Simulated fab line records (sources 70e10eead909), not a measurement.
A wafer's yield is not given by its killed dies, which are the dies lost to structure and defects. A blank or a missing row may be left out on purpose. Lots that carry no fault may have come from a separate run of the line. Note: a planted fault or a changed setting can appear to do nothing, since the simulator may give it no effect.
A lot that was struck, set against a sound lot	flow nandHarc	39 out of 1302 route steps
Sound: wafers L187.2, L187.4, L187.5. Wafers struck: L194.1, L194.3, L194.4. The cause is named last.
For every step that has rows: the tool of each side, followed by ch and its chambers, followed by its first start. Under that, the readings that differ: sound wafers	struck wafers	difference of the means	sigmas: that difference in standard deviations of wafers without a fault.
alike: words and numbers the same on both sides, and readings whose means are apart by under 2 such deviations; not compared: readings that were withheld, readings missing a value for some wafer, numbers with overlapping values and no deviation given by the record, and bounds like >300 which may hide the same value.
The two part at a step that has a row with sigmas, a row that says differs or no value, or rows on one side only. When numbers do not overlap yet have no deviation, they are printed without sigmas and do not part them. Lack of a reading on every wafer of one side parts them only where that side has two or more wafers.

first, 7 steps without rows for these wafers: NHARC_A_CHANNEL_FILL_D1_ALD_02 (deposits SiO2, target thk 6 nm, pulse time 10 s, ald cycles 60); NHARC_A_CHANNEL_FILL_D1_ALD_03 (deposits SiNx, target thk 6 nm, pulse time 60 s, ald cycles 58); NHARC_A_CHANNEL_FILL_D1_ALD_14 (deposits SiO2, target thk 2.5 nm, pulse time 10 s, ald cycles 25); NHARC_A_CHANNEL_FILL_D1_ALD_15 (deposits SiNx, target thk 2 nm, pulse time 60 s, ald cycles 19); NHARC_A_CHANNEL_FILL_D1_ALD_16 (deposits SiO2, target thk 1.5 nm, pulse time 10 s, ald cycles 15); NHARC_A_CHANNEL_FILL_D1_ANNEAL_17 (time 1800 s); NHARC_A_CHANNEL_FILL_D1_CVD_18 (deposits poly-Si, target thk 3 nm).
NHARC_A_CHANNEL_FILL_D1_ETCHBACK_19: etches the open film in HBr/Cl2, target depth 5 nm, time 1.7 s.
  sound on rieSi-02 ch 0,3, day 13 05:50; struck on rieSi-02 ch 2,3, day 15 20:04
  alike: drypumpMotorCurrentA, oesProductAu, throttleValvePct
  not compared: rfHoursCounterH
then, 1 step without rows for these wafers: NHARC_A_CHANNEL_FILL_D1_ETCHBACK_20 (etches the open film in C4F8/O2/Ar, target depth 27 nm, time 13.5 s).
NHARC_A_CHANNEL_FILL_D1_STRIP_28: strips in O2, time 20 s.
  sound on rieDiel-03 ch 0,1,3, day 13 06:03; struck on rieDiel-03 ch 0,1,3, day 15 20:19
  alike: drypumpMotorCurrentA, mfcArSccm, oesProductAu, rfVppV, showerheadPlenumPTorr, throttleValvePct
  not compared: rfHoursCounterH
then, 2 steps without rows for these wafers: NHARC_A_CHANNEL_FILL_D1_PRECLEAN_21 (cleans in dHF, time 30 s); NHARC_A_CHANNEL_FILL_D1_SRD_23.
NHARC_A_CHANNEL_FILL_D1_CVD_05: deposits poly-Si, target thk 5 nm.
  sound on lpcvdPoly-02 ch 0, day 13 08:31; struck on lpcvdPoly-02 ch 0, day 15 22:45
  alike: spikeTcCentreC, spikeTcLowerC, zonePowerBottomPct
then, 1 step without rows for these wafers: NHARC_A_CHANNEL_FILL_D1_ANNEAL_22 (time 7200 s).
NHARC_A_CHANNEL_FILL_D1_ALD_25: deposits SiOx, target thk 60 nm, pulse time 10 s, ald cycles 600.
  sound on aldHk-03 ch 0,3, day 13 18:17; struck on aldHk-03 ch 0,1,3, day 16 08:41
  alike: heaterPowerOuterW, heaterPowerW, precursorPulseHeightRel
then, 7 steps without rows for these wafers: NHARC_A_CHANNEL_FILL_D1_ETCHBACK_08 (etches the open film in C4F8, target depth 220 nm, time 110 s); NHARC_A_CHANNEL_FILL_D1_STRIP_29 (strips in O2, time 20 s); NHARC_A_CHANNEL_FILL_D1_PRECLEAN_30 (cleans in dHF, time 30 s); NHARC_A_CHANNEL_FILL_D1_SRD_31; NHARC_A_CHANNEL_FILL_D1_CVD_09 (deposits poly-Si, target thk 150 nm, time 3000 s); NHARC_A_CHANNEL_FILL_D1_CMP_10 (polishes, target thk 150 nm); NHARC_A_CHANNEL_FILL_D1_SRD_12.
NHARC_A_DECK1_JOINT_ETCHBACK_07: etches the open film in HBr, target depth 105 nm, time 26.9 s.
  sound on rieSi-01 ch 0,1,2, day 14 06:13; struck on rieSi-01 ch 1,2,3, day 16 19:44
  alike: drypumpMotorCurrentA, oesProductAu, throttleValvePct
  not compared: rfHoursCounterH
then, 8 steps without rows for these wafers: NHARC_A_DECK1_JOINT_ETCH_25 (etches SiO2 in dHF, target depth 0.5 nm); NHARC_A_DECK1_JOINT_ETCH_19 (etches poly-Si in TMAH, target depth 3 nm); NHARC_A_DECK1_JOINT_ETCH_18 (etches SiO2 in dHF, target depth 3 nm); NHARC_A_DECK1_JOINT_WET_08 (chemistry H3PO4, time 86 s); NHARC_A_DECK1_JOINT_ETCH_09 (etches SiO2 in dHF, target depth 5 nm); NHARC_A_DECK1_JOINT_WET_10 (chemistry H3PO4, time 86 s); NHARC_A_DECK1_JOINT_ETCH_11 (etches SiO2 in dHF, target depth 35 nm); NHARC_A_DECK1_JOINT_CVD_12 (deposits poly-Si, target thk 90 nm, time 1800 s).
NHARC_A_DECK1_JOINT_CMP_13: polishes, target thk 51.023 nm.
  sound on cmp-01 ch 0,2,3, day 14 16:29; struck on cmp-03 ch 0,2,3, day 17 05:52
  alike: motorCurrentA, timeToEndpointS
NHARC_A_DECK1_JOINT_THK_MEAS_14: measures by ellipsometry.
  sound: filmMetro-01 at day 14 16:45; struck: filmMetro-02 at day 17 06:07
  alike: thkNm
then, 5 steps without rows for these wafers: NHARC_A_DECK1_JOINT_SRD_04; NHARC_A_DECK1_JOINT_ETCHBACK_00 (etches the open film in HBr, target depth 30 nm, time 17.4 s); NHARC_A_DECK1_JOINT_PRECLEAN_30 (cleans in SC1); NHARC_A_DECK1_JOINT_SRD_31; NHARC_A_DECK1_JOINT_CVD_34 (deposits SiNx, target thk 20 nm).
-- the record jumps here: 13 days lie between the struck wafers' starts before and after (it left off in module A_DECK1_JOINT and takes up again in module END, whose first step shown is number 1302 of the route) --
NHARC_END_SORT_01:
  at this point the record logs the struck wafers (prober-01 ch 0, day 30 02:55) and has no rows for the sound ones

== WHERE THEY PART ==
Within this record, at NHARC_END_SORT_01 only.

WHY: what had been put in by the simulator
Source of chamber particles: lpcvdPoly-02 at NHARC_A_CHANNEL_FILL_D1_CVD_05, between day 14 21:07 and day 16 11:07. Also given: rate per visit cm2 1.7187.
